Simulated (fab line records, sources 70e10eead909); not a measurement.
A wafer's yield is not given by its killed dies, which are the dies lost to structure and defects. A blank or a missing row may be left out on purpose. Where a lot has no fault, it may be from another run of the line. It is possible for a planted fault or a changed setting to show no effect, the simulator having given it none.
Problem report in the 8D (eight disciplines) form, filled by code | flow nand_harc | the parts of the form that need people (team, actions taken, sign-off) are left out

1. THE PROBLEM
Mean of run_length_s at NHARC_A_M0_ETCH_34: 55.2 s across 2 wafers in 2 lots; on wafers with no fault it is 65.3 s (standard deviation 0.51). That puts it -20 standard deviations away from the usual mean.
The step: etches the open film in N2/H2, target depth 40 nm, overetch 12 nm, time 43.94 s.
First seen on wafer L608.4, day 28 13:50, on rie_diel-07. The record has a number at this step for 33 wafers belonging to 11 lots. The rule behind "out" and "out of limits": a value lying over 4 standard deviations away from the usual mean. The rest of the wafers with a number are treated as sound.

2. WHAT IT IS AND WHAT IT IS NOT
question                    | is                | is not
which readings at this step | run_length_s      | drypump_motor_current_A, n2_flow_sccm, oes_product_au, rf_vpp_V, showerhead_plenum_p_Torr, throttle_valve_pct
which lots                  | L608, L609        | L596, L597, L599, L600, L611, L612, L617, L618, L619
which wafers of those lots  | L608.4, L609.4    | L608.2, L608.5, L609.1, L609.2
read on which tools         | rie_diel-07       | rie_diel-03, rie_diel-05
when                        | from day 28 13:50 | up to then (14 sound wafers); but 17 sound wafers of L609, L611, L612, L617, L618, L619 came after

3. THE SUSPECTS, EACH WITH WHAT RULES IT OUT
Counting: a tool at a process step up to the reading stays a suspect if it ran every lot that is out. Sound lots after the first of them don't rule it out here, since some wafers of a struck lot are sound.
- rie_diel-07 at NHARC_A_M0_ETCH_34 (etches the open film in N2/H2, target depth 40 nm, overetch 12 nm, time 43.94 s): kept. Every lot that is out went through it, the first being L608 (day 28 13:50); the last sound lot it ran before that was L600 (day 25 11:41). Its own readings are out on those wafers: run_length_s.
Remaining after the count: rie_diel-07 at NHARC_A_M0_ETCH_34.

4. THE CAUSE (what the simulator had put in)
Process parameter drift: rie_diel-07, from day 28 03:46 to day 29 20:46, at NHARC_A_M0_ETCH_34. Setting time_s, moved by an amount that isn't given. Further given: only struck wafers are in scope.
The count eliminated every tool but this one.

5. SEQUENCE OF EFFECTS, ordered by route
One row per reading whose mean, taken over the struck wafers that have a number, lies over 3 standard deviations from the usual. Scope: only readings with a usual standard deviation given in the record; hours: median across lots of the time from each lot's start at the first step in this table that gives one to its start at this step; sigmas: change in usual standard deviations.
hours | step               | reading      | usual  | on struck wafers | change | sigmas
0     | NHARC_A_M0_ETCH_34 | run_length_s | 65.3 s | 55.2             | -10.0  | -20
It contains these process steps:
- NHARC_A_M0_ETCH_34: etches the open film in N2/H2, target depth 40 nm, overetch 12 nm, time 43.94 s.
At these later measuring or inspecting steps, every struck wafer for which the step has a row has a number for every such reading, and none has moved that far: NHARC_A_M0_CD_MEAS_16, NHARC_END_SORT_01.

6. WHAT WOULD HAVE CAUGHT IT SOONER
In this record no reading fell out of limits until day 28 13:50, 10 hours after the fault had begun at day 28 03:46.
